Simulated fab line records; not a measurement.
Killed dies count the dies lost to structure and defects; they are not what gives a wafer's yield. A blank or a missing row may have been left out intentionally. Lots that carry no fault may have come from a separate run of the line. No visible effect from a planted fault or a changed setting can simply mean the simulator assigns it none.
Chamber matching + flow n5_finfet + 4 sister chambers for N5_SD_EPI_N_ETCH_35 on rie_diel-05
The step etches SOC in N2/H2, overetch 108 nm, time 486 s. 14 wafers are shown with their chamber, then 7 later ones without.

WAFERS WITH THEIR CHAMBER
| wafer  | chamber | showerhead_plenum_p_Torr (Torr) | drypump_motor_current_A (A) | throttle_valve_pct (%) |
|--------|---------|---------------------------------|-----------------------------|------------------------|
| L075.1 | 1       | 2.68                            | 5.7                         | 23.47                  |
| L075.4 | 0       | 2.41                            | 5.1                         | 24.23                  |
| L075.5 | 1       | 2.68                            | 5.7                         | 23.48                  |
| L082.1 | 0       | 2.40                            | 5.0                         | 24.24                  |
| L082.4 | 2       | 2.61                            | 5.8                         | 23.28                  |
| L082.6 | 0       | 2.40                            | 5.1                         | 24.24                  |
| L083.1 | 3       | 2.52                            | 5.9                         | 23.86                  |
| L083.4 | 0       | 2.40                            | 5.0                         | 24.24                  |
| L083.5 | 1       | 2.67                            | 5.7                         | 23.49                  |
| L085.3 | 3       | 2.52                            | 5.9                         | 23.88                  |
| L085.5 | 3       | 2.52                            | 5.9                         | 23.86                  |
| L085.6 | 1       | 2.67                            | 5.6                         | 23.48                  |
| L087.1 | 1       | 2.66                            | 5.6                         | 23.51                  |
| L087.2 | 2       | 2.60                            | 5.8                         | 22.97                  |

SIGNATURES (averages over the wafers above)
| reading                  | chamber 0 | chamber 1 | chamber 2 | chamber 3 | scatter within a chamber |
|--------------------------|-----------|-----------|-----------|-----------|--------------------------|
| showerhead_plenum_p_Torr | 2.4025    | 2.6720    | 2.6050    | 2.5200    | 0.00636                  |
| drypump_motor_current_A  | 5.050     | 5.660     | 5.800     | 5.900     | 0.0469                   |
| throttle_valve_pct       | 24.2375   | 23.4860   | 23.1250   | 23.8667   | 0.0702                   |
Rule: distance of a wafer from a chamber = root of the sum over the readings of ((wafer's reading minus chamber's mean) / reading's scatter) squared. If the next closest chamber is less than 2 further off than the closest, the wafer can't be placed; otherwise it belongs to the closest. How the scatter is found: for the shown wafers, subtract from each reading the mean of its chamber, square and add these, divide the total by (wafers less chambers), then take the root.

WAFERS WITHOUT THEIR CHAMBER
| wafer  | showerhead_plenum_p_Torr (Torr) | drypump_motor_current_A (A) | throttle_valve_pct (%) |
|--------|---------------------------------|-----------------------------|------------------------|
| L087.3 | 2.51                            | 5.9                         | 23.88                  |
| L089.1 | 2.51                            | 5.9                         | 23.89                  |
| L089.4 | 2.66                            | 5.6                         | 23.51                  |
| L089.6 | 2.72                            | 5.1                         | 23.90                  |
| L095.2 | 2.66                            | 5.7                         | 23.53                  |
| L095.4 | 2.71                            | 5.0                         | 23.93                  |
| L095.5 | 2.71                            | 5.1                         | 23.94                  |

WHICH CHAMBER EACH WENT THROUGH
| wafer  | from the rows above | in truth                   |
|--------|---------------------|----------------------------|
| L087.3 | 3                   | 3                          |
| L089.1 | 3                   | 3                          |
| L089.4 | 1                   | 1                          |
| L089.6 | 1                   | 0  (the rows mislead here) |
| L095.2 | 1                   | 1                          |
| L095.4 | 1                   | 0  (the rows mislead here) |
| L095.5 | 1                   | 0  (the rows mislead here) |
Correctly placed: 4 of 7. Not placeable from these rows: 0. Wrongly placed: 3.
